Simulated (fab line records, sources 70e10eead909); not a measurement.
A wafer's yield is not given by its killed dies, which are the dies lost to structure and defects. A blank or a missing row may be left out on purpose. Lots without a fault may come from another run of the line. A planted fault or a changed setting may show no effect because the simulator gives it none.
fab line records	flow nand_harc
record: lots: 6	wafers: 16	last_day: 34
route steps=1302 shown A_SGD_CUT@912 A_SLIT@922 END@1302
lots that met no fault: taken from a fault-free run of the same line
start_h: the number of hours between the record's first day and the start of the first shown wafer of the lot	wait_h: hours elapsed since this lot's preceding step	" identical to the entry in the row above	L1.1+2: a row that stands for several wafers	- value missing, or start not given	* or withheld: withheld	< > ~ a bound
route shown NAME@n: NAME is a module with steps in the file, n the number in the route of the first one	usual: the fault-free wafers' mean and standard deviation	same: alike in all rows	chamber/n: place in a boat	sites: per-site readings	_std_site: their standard deviation	_edge_site: mean of outer sites minus mean of inner sites	radius_mm: for every site, how far away it sits from the centre of the wafer	mask NAME#n: copy n	behind: the tool/chamber that last shaped the wafer	hold: why the lot was held/for how many hours/how that ended	device: transistor that didn't switch, given as n, p or np	end of line: the tests these same wafers got at the end of their route	a step with no rows: only its recipe	killed: count of dies lost to structure and defects at first sort (not the wafer's yield)	map: shows each die of a wafer: x if killed, . if not, _ if none is there
set.NAME: the setting that was run; set.NAME@STEP: the one run at that earlier step	model.NAME: the simulator's own value behind a step, which no gauge read
certain route steps with their lots: each step a table, each wafer a row
services: when a tool's chamber went out of use (start_h, in hours from the record's first day, below 0 if earlier), for how many hours, and the reason
== steps ==
step: NHARC_A_SGD_CUT_SRD_19
step: NHARC_A_SGD_CUT_DEP_20
recipe: target_thk_a: 1500	temp_c: 65	material: SiO2
step: NHARC_A_SGD_CUT_ANNEAL_27
recipe: temp_c: 450	time_s: 1800
step: NHARC_A_SGD_CUT_CMP_21
recipe: target_thk_nm: 148.19
usual: motor_current_A: 12.7/1.4	retaining_ring_pressure_frac: 1.000/0.005	time_to_endpoint_s: 51.2/2.9
lot.wafer	tool	chamber	start_h	wait_h	motor_current_A	retaining_ring_pressure_frac	time_to_endpoint_s
L491.1	cmp-04	0	553.56	0.4	14.2	1.005	55.7
L491.4	"	2	"	"	11.3	1.003	51.7
L490.3	cmp-02	2	553.59	0.4	14.2	0.995	47.0
L490.6	"	2	"	"	14.2	0.993	46.8
L497.4	cmp-04	1	595.99	0.4	13.8	1.000	52.6
L497.3	"	2	"	"	11.4	0.997	52.1
L497.6	"	2	"	"	10.2	1.010	53.2
L498.4	cmp-01	0	630.44	0.4	11.1	0.998	55.1
L498.2	"	1	"	"	12.3	1.002	49.5
L498.5	"	0	"	"	11.0	1.000	53.5
L500.3	cmp-02	3	639.90	0.4	12.9	1.001	49.0
L500.2	"	0	"	"	12.0	0.996	53.8
L500.6	"	3	"	"	13.1	0.998	51.3
L503.2	cmp-01	3	678.65	0.4	13.5	1.003	52.1
L503.4	"	0	"	"	10.9	0.997	54.1
L503.6	"	2	"	"	11.5	1.002	51.6
step: NHARC_A_SGD_CUT_THK_MEAS_22
recipe: thk_meas_gauge: ellipsometry
usual: thk_nm: 148.1/1.4
lot.wafer	tool	chamber	start_h	wait_h	thk_nm
L491.1	film_metro-02	-	553.82	0.2	146.8
L491.4	"	-	"	"	145.8
L490.3	film_metro-01	-	553.82	0.2	145.4
L490.6	"	-	"	"	146.7
L497.3	film_metro-02	-	596.24	0.2	147.5
L497.4	"	-	"	"	147.5
L497.6	"	-	"	"	147.9
L498.2	film_metro-01	-	630.67	0.2	145.8
L498.4	"	-	"	"	144.5
L498.5	"	-	"	"	148.8
L500.2	film_metro-01	-	640.15	0.2	149.2
L500.3	"	-	"	"	149.0
L500.6	"	-	"	"	149.4
L503.2	film_metro-02	-	678.88	0.2	149.2
L503.4	"	-	"	"	148.9
L503.6	"	-	"	"	148.6
step: NHARC_A_SGD_CUT_SRD_23
step: NHARC_A_SGD_CUT_ETCH_26
recipe: target_depth_a: 458	chemistry: dHF	material: SiO2
step: NHARC_A_SGD_CUT_ETCHBACK_24
recipe: target_depth_a: 500	over_etch_frac: 0.3	time_s: 92.857	ion_energy_ev: 120	ch3f_flow_sccm: 50	o2_flow_sccm: 30	ar_flow_sccm: 200	rf_w: 500	bias_w: 100	chemistry: CH3F/O2
usual: drypump_motor_current_A: 5.5/0.35	oes_product_au: 0.96/0.035	rf_vpp_V: 244.0/1.7	showerhead_plenum_p_Torr: 2.43/0.1	throttle_valve_pct: 20.662/0.0081
same: time_s: 92.857
lot.wafer	tool	chamber	start_h	wait_h	drypump_motor_current_A	oes_product_au	rf_hours_counter_h	rf_vpp_V	showerhead_plenum_p_Torr	throttle_valve_pct
L491.4	rie_diel-13	2	554.04	0.2	5.2	0.94	1	246.9	2.60	20.665
L491.1	"	3	"	"	5.8	0.95	1	245.4	2.49	20.660
L490.3	rie_diel-10	1	554.08	0.2	5.6	0.93	7	241.3	2.29	20.657
L490.6	"	3	"	"	5.3	0.93	-	243.3	2.35	20.663
L497.4	rie_diel-13	3	596.48	0.2	5.8	0.92	3	245.4	2.49	20.667
L497.3	"	0	"	"	5.1	0.92	3	242.4	2.30	20.662
L497.6	"	3	"	"	5.8	0.91	-	244.0	2.49	20.660
L498.4	rie_diel-05	3	630.89	0.1	5.6	0.92	4	245.1	2.50	20.661
L498.2	"	1	"	"	5.6	0.94	3	242.2	2.34	20.662
L498.5	"	3	"	"	5.6	0.91	-	244.5	2.50	20.656
L500.3	rie_diel-05	2	640.39	0.1	6.2	0.99	4	243.1	2.34	20.647
L500.2	"	0	"	"	5.5	0.98	5	244.7	2.55	20.654
L500.6	"	1	"	"	5.5	1.01	-	242.7	2.34	20.662
L503.2	rie_diel-13	2	679.12	0.2	5.1	0.94	5	244.9	2.60	20.655
L503.4	"	0	"	"	5.1	0.96	9	242.7	2.30	20.652
L503.6	"	1	"	"	4.9	0.95	-	246.7	2.54	20.660
step: NHARC_A_SGD_CUT_STRIP_28
recipe: time_s: 20	o2_flow_sccm: 500	ar_flow_sccm: 0	bias_w: 0	chemistry: O2
step: NHARC_A_SGD_CUT_INSPECT_25
usual: raw_defect_count: 384/91
lot.wafer	tool	chamber	start_h	wait_h	raw_defect_count
L491.1	defect_inspect-01	-	554.28	-	256
L491.4	"	-	"	"	251
L490.3	defect_inspect-02	-	554.28	-	382
L490.6	"	-	"	"	375
L497.3	defect_inspect-02	-	596.71	-	462
L497.4	"	-	"	"	282
L497.6	"	-	"	"	277
L498.2	defect_inspect-02	-	631.14	-	313
L498.4	"	-	"	"	391
L498.5	"	-	"	"	308
L500.2	defect_inspect-02	-	640.62	-	300
L500.3	"	-	"	"	323
L500.6	"	-	"	"	335
L503.2	defect_inspect-01	-	679.34	-	331
L503.4	"	-	"	"	421
L503.6	"	-	"	"	332
step: NHARC_A_SLIT_DEP_25
recipe: target_thk_a: 2000	temp_c: 400	pressure_torr: 6.5	rf_w: 900	teos_flow_sccm: 161.4	flow_sccm: 2650	target_thk_nm: 200	gas: O2	material: SiO2
usual: heater_power_w: 573/93	showerhead_vpp_V: 1841/80	throttle_valve_pct: 15.9/0.5
lot.wafer	tool	chamber	start_h	wait_h	heater_power_w	showerhead_vpp_V	since_wet_clean_h	throttle_valve_pct
L490.3	pecvd-02	1	554.35	0.1	547	1807	133	16.0
L490.6	"	1	"	"	588	1835	-	16.0
L491.1	pecvd-04	0	554.43	0.1	713	1792	91	15.4
L491.4	"	1	"	"	454	1734	-	16.5
L497.3	pecvd-03	0	596.85	0.1	575	1866	37	15.8
L497.6	"	1	"	"	633	1763	-	16.6
L497.4	"	0	"	"	579	1871	-	15.9
L498.2	pecvd-03	2	631.24	0.1	546	1864	71	15.6
L498.5	"	1	"	"	681	1714	-	16.6
L498.4	"	0	"	"	550	1868	-	15.9
L500.2	pecvd-03	0	640.69	0.1	468	1851	81	16.3
L500.3	"	0	"	"	475	1884	-	16.0
L500.6	"	2	"	"	582	1882	-	15.4
L503.2	pecvd-04	2	679.45	0.1	642	1928	35	15.7
L503.6	"	1	"	"	408	1763	-	16.4
L503.4	"	0	"	"	684	1818	-	15.8
step: NHARC_A_SLIT_DEP_00
recipe: target_thk_a: 62000	temp_c: 400	material: aC
usual: throttle_valve_pct: 34.999/0.0086
lot.wafer	tool	chamber	start_h	wait_h	throttle_valve_pct
L491.1	acl_dep-03	0	554.72	-	34.990
L491.4	"	0	556.62	-	34.997
L490.3	acl_dep-02	0	555.94	-	34.997
L490.6	"	0	557.81	-	35.005
L497.3	acl_dep-01	0	599.30	-	34.989
L497.4	"	0	"	"	35.001
L497.6	"	0	601.18	-	34.986
L498.2	acl_dep-02	0	632.17	-	34.996
L498.4	"	0	633.42	-	35.009
L498.5	"	0	"	"	34.998
L500.2	acl_dep-01	0	642.81	2.1	34.991
L500.3	"	0	"	"	35.001
L500.6	"	0	645.30	4.3	35.016
L503.2	acl_dep-01	0	680.37	-	34.996
L503.4	"	0	681.61	-	34.991
L503.6	"	0	682.85	-	35.004
step: NHARC_A_SLIT_DEP_23
recipe: target_thk_a: 1000	target_thk_nm: 100	temp_c: 400	pressure_torr: 3.5	flow_sccm: 200	rf_w: 350	material: SiON
usual: heater_power_w: 775/91	showerhead_vpp_V: 1144/50
lot.wafer	tool	chamber	start_h	wait_h	heater_power_w	showerhead_vpp_V	since_wet_clean_h
L490.3	pecvd-02	2	558.51	1.9	917	1263	138
L490.6	"	0	"	"	611	1132	-
L491.1	pecvd-02	2	558.66	3.3	838	1256	138
L491.4	"	2	"	"	850	1248	-
L497.3	pecvd-04	0	601.89	2.0	907	1125	139
L497.4	"	1	"	"	533	1084	-
L497.6	"	0	"	"	892	1134	-
L498.2	pecvd-03	1	635.35	2.6	840	1088	75
L498.4	"	1	"	"	855	1084	-
L498.5	"	2	"	"	801	1175	-
L500.2	pecvd-04	1	645.94	2.5	652	1105	2
L500.3	"	2	"	"	811	1190	2
L500.6	"	1	"	"	658	1094	-
L503.2	pecvd-02	2	683.55	2.6	897	1230	81
L503.6	"	0	"	"	640	1116	-
L503.4	"	1	"	"	867	1144	-
step: NHARC_A_SLIT_DEHYDRATE_01
recipe: temp_c: 150	time_s: 120
step: NHARC_A_SLIT_HMDS_02
recipe: time_s: 30
step: NHARC_A_SLIT_COAT_03
recipe: spin_rpm: 1500	resist_thk_nm: 90
step: NHARC_A_SLIT_SOFTBAKE_04
recipe: temp_c: 105	time_s: 55
step: NHARC_A_SLIT_EBR_05
step: NHARC_A_SLIT_EXPOSE_06
recipe: na: 1.35	dose_mj: 60.82	mask_id: SLIT
step: NHARC_A_SLIT_PEB_07
recipe: peb_temp_c: 100	peb_time_s: 65
step: NHARC_A_SLIT_DEVELOP_08
recipe: develop_time_s: 35	dev_temp_c: 23
step: NHARC_A_SLIT_CD_MEAS_09
recipe: target_cd_nm: 300	landing_energy_ev: 500
usual: cd_nm: 300.0/0.65
lot.wafer	tool	chamber	start_h	wait_h	cd_nm
L490.3	cd_sem-02	0	559.14	-	299.7
L490.6	"	0	"	"	299.8
L491.1	cd_sem-03	0	559.31	-	300.8
L491.4	"	0	"	"	300.2
L497.3	cd_sem-01	0	602.52	-	299.7
L497.4	"	0	"	"	298.9
L497.6	"	0	"	"	299.2
L498.2	cd_sem-01	0	636.00	-	300.7
L498.4	"	0	"	"	300.0
L498.5	"	0	"	"	300.4
L500.2	cd_sem-01	0	646.50	-	300.3
L500.3	"	0	"	"	298.9
L500.6	"	0	"	"	299.7
L503.2	cd_sem-03	0	684.18	-	300.1
L503.4	"	0	"	"	300.2
L503.6	"	0	"	"	300.6
step: NHARC_A_SLIT_OVL_MEAS_10
usual: overlay_x_nm: 0.2/0.96	overlay_y_nm: -0.2/0.85
lot.wafer	tool	chamber	start_h	wait_h	overlay_x_nm	overlay_y_nm
L490.3	overlay-02	-	559.22	-	-1.0	1.1
L490.6	"	-	"	"	-1.0	0.2
L491.1	overlay-01	-	559.40	-	-0.8	-0.5
L491.4	"	-	"	"	-1.3	-0.8
L497.3	overlay-01	-	602.60	-	2.3	0.3
L497.4	"	-	"	"	1.5	-0.5
L497.6	"	-	"	"	1.9	0.0
L498.2	overlay-02	-	636.09	-	1.3	0.8
L498.4	"	-	"	"	1.7	0.3
L498.5	"	-	"	"	2.4	0.6
L500.2	overlay-02	-	646.58	-	0.3	-0.8
L500.3	"	-	"	"	0.1	-0.6
L500.6	"	-	"	"	0.0	-0.9
L503.2	overlay-02	-	684.26	-	0.6	-1.2
L503.4	"	-	"	"	0.3	-1.1
L503.6	"	-	"	"	0.2	-1.1
step: NHARC_A_SLIT_INSPECT_11
usual: raw_defect_count: 55/29
lot.wafer	tool	chamber	start_h	wait_h	hold	raw_defect_count
L490.3	defect_inspect-01	-	559.26	0.0	await_dispo/0.2h/release	361
L490.6	"	-	"	"	await_dispo/0.2h/release	66
L490.3	defect_inspect-01	-	559.43	0.2	-	347
L490.6	"	-	"	"	-	66
L491.1	defect_inspect-01	-	559.43	0.0	await_dispo/0.2h/release	304
L491.4	"	-	"	"	await_dispo/0.2h/release	319
L491.1	defect_inspect-01	-	559.60	0.2	-	305
L491.4	"	-	"	"	-	313
L497.3	defect_inspect-01	-	602.64	0.0	-	15
L497.4	"	-	"	"	-	19
L497.6	"	-	"	"	-	24
L498.2	defect_inspect-02	-	636.12	0.0	-	51
L498.4	"	-	"	"	-	41
L498.5	"	-	"	"	-	58
L500.2	defect_inspect-02	-	646.62	0.0	-	75
L500.3	"	-	"	"	-	68
L500.6	"	-	"	"	-	64
L503.2	defect_inspect-02	-	684.30	0.0	-	84
L503.4	"	-	"	"	-	74
L503.6	"	-	"	"	-	88
step: NHARC_A_SLIT_DESCUM_14
recipe: time_s: 3	o2_flow_sccm: 200	ar_flow_sccm: 0	bias_power_w: 0	chemistry: O2
usual: drypump_motor_current_A: 5.9/0.55	oes_product_au: 1.005/0.011	rf_vpp_V: 57.9/0.8	showerhead_plenum_p_Torr: 1.91/0.079	throttle_valve_pct: 11.312/0.0091
same: time_s: 3
lot.wafer	tool	chamber	start_h	wait_h	hold	drypump_motor_current_A	oes_product_au	rf_hours_counter_h	rf_vpp_V	showerhead_plenum_p_Torr	throttle_valve_pct
L491.4	rie_diel-02	0	564.84	5.2	await_dispo/5.1h/release	5.3	1.006	8.2	57.5	2.00	11.296
L491.1	"	1	"	"	await_dispo/5.1h/release	6.7	1.012	9.0	56.1	1.78	11.313
L490.3	rie_diel-04	3	569.32	9.9	await_dispo/9.8h/release	5.0	0.984	0.4	58.3	1.88	11.296
L490.6	"	3	"	"	await_dispo/9.8h/release	5.0	0.988	-	57.1	1.89	11.306
L497.3	rie_diel-09	0	602.71	0.1	-	5.7	0.995	2.0	57.9	1.84	11.327
L497.4	"	3	"	"	-	6.8	0.996	-	57.2	1.94	11.319
L497.6	"	0	"	"	-	5.7	1.002	-	57.1	1.84	11.321
L498.2	rie_diel-04	0	636.19	0.1	-	6.2	0.998	5.5	57.0	1.96	11.309
L498.4	"	2	"	"	-	5.8	1.011	5.1	57.9	1.98	11.311
L498.5	"	0	"	"	-	6.2	0.998	-	56.6	1.96	11.290
L500.3	rie_diel-09	2	646.68	0.1	-	5.0	0.999	2.8	57.0	1.85	11.302
L500.2	"	1	"	"	-	5.8	1.007	6.5	57.7	1.77	11.317
L500.6	"	2	"	"	-	5.0	0.990	-	58.6	1.85	11.315
L503.2	rie_diel-04	0	684.38	0.1	-	6.2	1.001	8.1	58.9	1.95	11.317
L503.4	"	1	"	"	-	5.7	1.028	7.9	57.2	1.86	11.312
L503.6	"	3	"	"	-	5.0	1.001	-	57.0	1.88	11.316
step: NHARC_END_SORT_01
recipe: temp_c: 25
usual: killed_at_array: 57/21	killed_at_other: 0.9/1.2	killed_at_periphery: 4.2/2.9	killed_dies: 62/21	killed_open: 3.2/1.8	killed_short: 2.4/1.5
same: gross_dies: 677
lot.wafer	tool	chamber	start_h	wait_h	killed_at_array	killed_at_other	killed_at_periphery	killed_dies	killed_open	killed_short
L490.3	prober-01	0	706.12	3.1	161	0	1	162	0	4
L490.6	prober-01	0	708.51	4.0	78	0	3	81	1	0
L491.1	prober-02	0	708.34	2.5	101	2	4	107	1	5
L491.4	prober-02	0	710.69	3.4	120	0	7	127	4	1
killed by level:class
L490.3 A_SLIT:unspecified=73 A_CHANNEL_HOLE_D1:chamber_film_flake=33 A_SLIT:chamber_film_flake=33 A_STAIRCASE:chamber_film_flake=6 A_CONTACT:chamber_film_flake=5 A_DECK1_JOINT:chamber_film_flake=2 A_CHANNEL_FILL_D2:chamber_film_flake=2 A_WL_FILL:chamber_film_flake=2
L491.1 A_SLIT:unspecified=63 A_CHANNEL_HOLE_D2:chamber_film_flake=14 A_STAIRCASE:chamber_film_flake=8 A_WL_FILL:chamber_film_flake=4 P_GATE:chamber_film_flake=3 A_CHANNEL_HOLE_D1:chamber_film_flake=3 A_CHANNEL_FILL_D1:geometric_particle:short=2 P_CONTACT:geometric_particle:short=1
L490.6 A_CHANNEL_HOLE_D1:chamber_film_flake=36 A_SLIT:chamber_film_flake=35 A_CONTACT:chamber_film_flake=3 P_GATE:chamber_film_flake=2 A_DECK1_JOINT:chamber_film_flake=2 A_CHANNEL_FILL_D2:chamber_film_flake=2 P_CONTACT:geometric_particle:open=1
L491.4 A_SLIT:unspecified=77 A_CHANNEL_HOLE_D2:chamber_film_flake=17 A_CHANNEL_HOLE_D1:chamber_film_flake=8 A_STAIRCASE:chamber_film_flake=6 P_GATE:chamber_film_flake=6 A_WL_FILL:chamber_film_flake=4 A_SLIT:chamber_film_flake=2 P_M1:geometric_particle:short=1
map L490.3 (x killed, . not)
____________.____________
_________......._________
_______..........._______
______.....x.......______
_____....x.........._____
____......xx.x...x...____
____......xxxx.......____
___....xxxxxxxxx..x...___
___......xxxxxxx......___
__...x...xxxxxxx.......__
__......xxxxxxx........__
_.......xxxxxxxx........_
_........xxxxxxx..x....._
_..x.x..x.xxxx.x........_
_x..x...x..xxxx........._
_.........xxxxx........._
....x......xx........xx..
.....x..x...xxx..........
.x........x..............
..x......................
..x.xxx...........x......
_...xxx................._
_..xx.x................._
_xxxxxx..xx...........x._
_.xxxxxxx.xx............_
_x..xxx.xxxxx.....x....._
__.x.x..xxxx.x.........__
__xx..x.xxxx.x.....x...__
___.x...xxxx..........___
___.....x.xxx.....xx..___
____....xx.x.........____
____.................____
_____..x............_____
______....x........______
_______..........._______
_________......._________
____________.____________
map L491.4 (x killed, . not)
____________.____________
_________......._________
_______x.........._______
______x.x..........______
_____x.x.....x......_____
____xx.x.x..x..x....x____
____xxxx..xxxxx......____
___.x.xx.xxxxxx.x.....___
___.xx..x.xxxxx.......___
__.....xxxxxxxx........__
__......xxxxxxxx.......__
_........xxxxxxxx......._
_.xx..xxxxxxxxxx..x....._
_........xxxxxx........._
_........xxxxxxxx......._
_.......x.x.xx.x........_
...x......xxxxx..........
..............xx.........
..........x.x............
..x................x.....
....x.x..................
_......................._
_.x.x..................._
_.x.xx.................._
_...x..................._
_x..x...x..............._
__.....................__
__.......x.x.......x...__
___.......x.........x.___
___..x................___
____.................____
____.........x.......____
_____..............._____
______.............______
_______x.........._______
_________......._________
____________.____________
== services ==
tool	chamber	start_h	hours	kind
rie_diel-09	-	531.29	6.0	repair
rie_diel-04	-	531.90	9.0	pm
cmp-01	-	533.28	4.0	pm
pecvd-02	-	535.39	1.4	repair
pecvd-03	-	547.09	13.0	pm
acl_dep-01	-	554.06	13.0	pm
rie_diel-13	2	556.86	5.6	repair
pecvd-02	-	571.25	1.3	repair
rie_diel-04	3	571.89	9.2	repair
rie_diel-09	-	579.40	3.3	repair
rie_diel-05	0	582.41	9.3	repair
rie_diel-05	-	583.67	9.0	pm
cmp-01	-	588.37	0.3	repair
pecvd-02	-	589.12	13.0	pm
rie_diel-09	2	596.87	9.9	repair
rie_diel-09	2	611.48	26.6	repair
cmp-01	-	614.30	0.9	repair
rie_diel-04	2	626.79	2.9	repair
pecvd-04	-	631.12	13.0	pm
cmp-01	-	631.28	4.0	pm
pecvd-03	1	638.90	6.7	repair
pecvd-04	-	644.23	1.3	repair
rie_diel-04	2	653.33	14.9	repair
pecvd-03	1	668.18	3.3	repair
== key ==
first_sign: step: NHARC_A_SLIT_INSPECT_11	reading: visit	direction: added
effect: step: NHARC_A_SLIT_INSPECT_11	reading: raw_defect_count	direction: up	sigmas: 9.4	usual: 55	struck: 328
effect: step: NHARC_END_SORT_01	reading: killed_at_array	direction: up	sigmas: 3.4	usual: 57	struck: 127
more_kills_born_at: NHARC_A_SLIT_DEP_23@pecvd-02: 213
met_at NHARC_A_SLIT_DEP_23
struck_wafers L490.3,L491.1,L491.4
tester_left_out L490,L491
fault: kind: chamber_particle_source	tool: pecvd-02	chamber: 2	onset_h: 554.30	steps: NHARC_A_SLIT_DEP_23	rate_per_visit_cm2: 0.44196	end_h: 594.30
tester_left_out: of these lots the tester's yield and bins aren't shown, on N5 and GAA mostly nor the transistor test; their killed dies are dies lost to structure and defects alone, not to doping, threshold or leakage, so they don't give the yield
